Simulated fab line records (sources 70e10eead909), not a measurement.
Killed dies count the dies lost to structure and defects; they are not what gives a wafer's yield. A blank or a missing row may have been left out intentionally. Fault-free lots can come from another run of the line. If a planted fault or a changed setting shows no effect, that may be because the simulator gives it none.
Check for tools in common -- flow nand_harc -- 45 wafers sampled across 15 lots

WHY THIS WAS OPENED
Flagged at NHARC_A_ONON_D1_THK_MEAS_30: reading thk_nm, on 3 of 15 lots. No-fault wafers: 1001 nm, standard deviation 9.4.
Rule: a lot is flagged in two cases, either no wafer of it has a number, or all its wafers with numbers fall more than 4 standard deviations from that mean. The other lots count as sound.

lot,measured,on,"thk_nm (nm), wafer by wafer",flag
L911,day 8 17:25,film_metro-02,1011 1009 1010,
L914,day 10 00:40,film_metro-01,1002 1001 1002,
L916,day 11 11:20,film_metro-02,1002 1002 1002,
L917,day 11 17:17,film_metro-02,1077 1079 1077,FLAGGED
L918,day 11 22:08,film_metro-02,1045 1046 1046,FLAGGED
L919,day 12 08:29,film_metro-01,1054 1054 1055,FLAGGED
L920,day 12 08:30,film_metro-02,1025 1025 1026,
L924,day 14 17:05,film_metro-01,999 997 998,
L925,day 14 20:26,film_metro-01,998 995 996,
L926,day 15 05:57,film_metro-02,995 997 996,
L928,day 15 16:53,film_metro-02,1011 1008 1010,
L930,day 16 12:11,film_metro-02,984 985 985,
L932,day 17 08:22,film_metro-02,1004 1004 1005,
L931,day 17 08:23,film_metro-01,1004 1004 1002,
L933,day 17 17:35,film_metro-01,1003 1004 1004,
On average the flagged lots' numbers are 1059 nm, which is +58 nm against the usual, or +6 standard deviations.

LOT BY LOT: THE TOOL USED
The record keeps 1 process step preceding the reading, out of 1302 steps on the route. Every cell lists first the tool, next ch and the chambers used by the sampled wafers, and last the start.
lot,flag,NHARC_A_ONON_D1_DEP_28
L911,,"pecvd_onon-02 ch 0, day 8 17:02"
L914,,"pecvd_onon-02 ch 0, day 10 00:08"
L916,,"pecvd_onon-02 ch 0, day 11 10:56"
L917,FLAGGED,"pecvd_onon-02 ch 0, day 11 16:46"
L918,FLAGGED,"pecvd_onon-02 ch 0, day 11 21:38"
L919,FLAGGED,"pecvd_onon-02 ch 0, day 12 08:02"
L920,,"pecvd_onon-04 ch 0, day 12 08:02"
L924,,"pecvd_onon-02 ch 0, day 14 16:46"
L925,,"pecvd_onon-04 ch 0, day 14 20:02"
L926,,"pecvd_onon-04 ch 0, day 15 05:25"
L928,,"pecvd_onon-02 ch 0, day 15 16:23"
L930,,"pecvd_onon-04 ch 0, day 16 11:44"
L932,,"pecvd_onon-01 ch 0, day 17 07:55"
L931,,"pecvd_onon-04 ch 0, day 17 07:52"
L933,,"pecvd_onon-02 ch 0, day 17 17:05"
What is done by these steps:
- NHARC_A_ONON_D1_DEP_28: target thk 1000 nm.
- NHARC_A_ONON_D1_THK_MEAS_30: measures by ellipsometry.

FLAGGED OVER TOTAL, TOOL BY TOOL (the gauges that took the reading come last)
step,tool,lots run,flagged,share of the flagged lots,sound lots run after its first flagged lot
NHARC_A_ONON_D1_DEP_28,pecvd_onon-01,1,0,none,-
NHARC_A_ONON_D1_DEP_28,pecvd_onon-02,9,3,all,"3 (L924,L928,L933)"
NHARC_A_ONON_D1_DEP_28,pecvd_onon-04,5,0,none,-
NHARC_A_ONON_D1_THK_MEAS_30,film_metro-01,6,1,some,"4 (L924,L925,L931,L933)"
NHARC_A_ONON_D1_THK_MEAS_30,film_metro-02,9,2,some,"5 (L920,L926,L928,L930,L932)"

WHAT IS ALLOWED BY THE TABLE
Rows of the table that ran each flagged lot: 1, that is pecvd_onon-02 at NHARC_A_ONON_D1_DEP_28.
- pecvd_onon-02 at NHARC_A_ONON_D1_DEP_28: 3 of its 9 lots flagged. Lots that were sound ran on it after the first flagged one (L924, L928, L933); a persistent fault on the entire tool would not allow that.
Not one row of the table ran every flagged lot while running no sound lot after the first.

WHAT THE SIMULATOR PUT IN
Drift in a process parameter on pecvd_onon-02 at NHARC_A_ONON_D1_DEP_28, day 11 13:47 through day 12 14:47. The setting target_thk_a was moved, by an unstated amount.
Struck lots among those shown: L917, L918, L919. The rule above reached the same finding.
